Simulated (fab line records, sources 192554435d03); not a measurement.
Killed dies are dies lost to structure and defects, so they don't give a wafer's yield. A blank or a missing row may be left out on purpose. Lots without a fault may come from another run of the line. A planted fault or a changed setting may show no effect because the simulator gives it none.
Split-lot experiment | flow n5_finfet | 7 lots, 21 wafers read, on a route of 1938 steps

THE SPLIT
At N5_DUMMY_GATE_ETCH_37 (etches SOC in N2/H2, target depth 60 nm, overetch 30 nm), the setting source_w was moved away from the recipe's 840 W on 7 of the 21 wafers read, by +9.1% to +12.0%. The other wafers ran this setting at the recipe's value.

The reading is taken at the split's own step.

THE READING
rf_vpp_V, in V, at N5_DUMMY_GATE_ETCH_37 (etches SOC in N2/H2, target depth 60 nm, overetch 30 nm). Fault-free wafers of this fab line usually give 524.3 V, standard deviation 2.4 V.

wafer  | tool, chamber at the split | source_w as run, W | against the recipe | rf_vpp_V, V | against lot-mates on the recipe
L074.1 | rie_diel-05, 1             | 931.4              | +10.9%             | 507.4       | -16.0
L074.2 | rie_diel-05, 0             | 840                | recipe             | 522.1       | -
L074.4 | rie_diel-05, 2             | 840                | recipe             | 524.7       | -
L081.2 | rie_diel-02, 1             | 917                | +9.2%              | 509.5       | -14.0
L081.3 | rie_diel-02, 3             | 840                | recipe             | 525.7       | -
L081.5 | rie_diel-02, 2             | 840                | recipe             | 521.4       | -
L088.2 | rie_diel-02, 2             | 840                | recipe             | 521.7       | -
L088.3 | rie_diel-02, 1             | 840                | recipe             | 525.2       | -
L088.6 | rie_diel-02, 3             | 840                | recipe             | 525.0       | -
L089.2 | rie_diel-02, 2             | 922.5              | +9.8%              | 503.2       | -22.3
L089.3 | rie_diel-02, 1             | 840                | recipe             | 525.5       | -
L089.4 | rie_diel-02, 3             | 922.5              | +9.8%              | 509.9       | -15.6
L091.2 | rie_diel-05, 3             | 840                | recipe             | 527.9       | -
L091.4 | rie_diel-05, 2             | 940.7              | +12.0%             | 504.6       | -22.0
L091.5 | rie_diel-05, 2             | 840                | recipe             | 525.4       | -
L094.1 | rie_diel-05, 2             | 916.4              | +9.1%              | 508.4       | -15.3
L094.4 | rie_diel-05, 0             | 916.4              | +9.1%              | 508.1       | -15.6
L094.6 | rie_diel-05, 2             | 840                | recipe             | 523.7       | -
L096.1 | rie_diel-02, 2             | 840                | recipe             | 517.4       | -
L096.4 | rie_diel-02, 0             | 840                | recipe             | 525.1       | -
L096.6 | rie_diel-02, 1             | 840                | recipe             | 523.3       | -

THE FIT
A straight line over all 21 wafers: rf_vpp_V changes by -1.65 V for each +1% of source_w; r = -0.96; the points scatter about the line by 2.5 V.
The same after taking each lot's own level away (the mean of its wafers on the recipe; 21 wafers): -1.73 V for each +1%; r = -0.97; scatter 2.3 V.
On that fit, the largest move of source_w shifts the reading by 21 V.
The lots' own levels span 521.93 to 526.65 V, that is 2.0 times the standard deviation above.
So the lot-to-lot level changes the slope little: the two slopes agree.
Check: with one of the wafers moved furthest among these (+12.0%) left out of the fit, the line predicts -20.4 V for it against its lot-mates. It came out at -22 V against them.
Tool readings at the split's step, against how far the setting was moved: rf_vpp_V r = -0.96.

OTHER SPLITS ON THESE WAFERS
These wafers also went through other splits before the reading. Each is held against what the fit with the lots' levels taken away leaves over:
other split on the same wafers       | wafers away from the commonest value | r with rf_vpp_V (lot level and that fit taken away)
N5_FIN_SAQP_PEB_14 peb_time_s        | 5                                    | +0.05
N5_FIN_SAQP_ETCH_52 source_w         | 7                                    | +0.39
N5_STI_FIN_REVEAL_ETCHBACK_08 time_s | 7                                    | -0.22
N5_STI_FIN_REVEAL_PRECLEAN_17 time_s | 6                                    | -0.09
N5_DUMMY_GATE_EXPOSE_12 dose_mj      | 8                                    | +0.01

THE FILE'S OWN FIT
rf_vpp_V changes by -1.7 V for each +1% of source_w, r = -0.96.
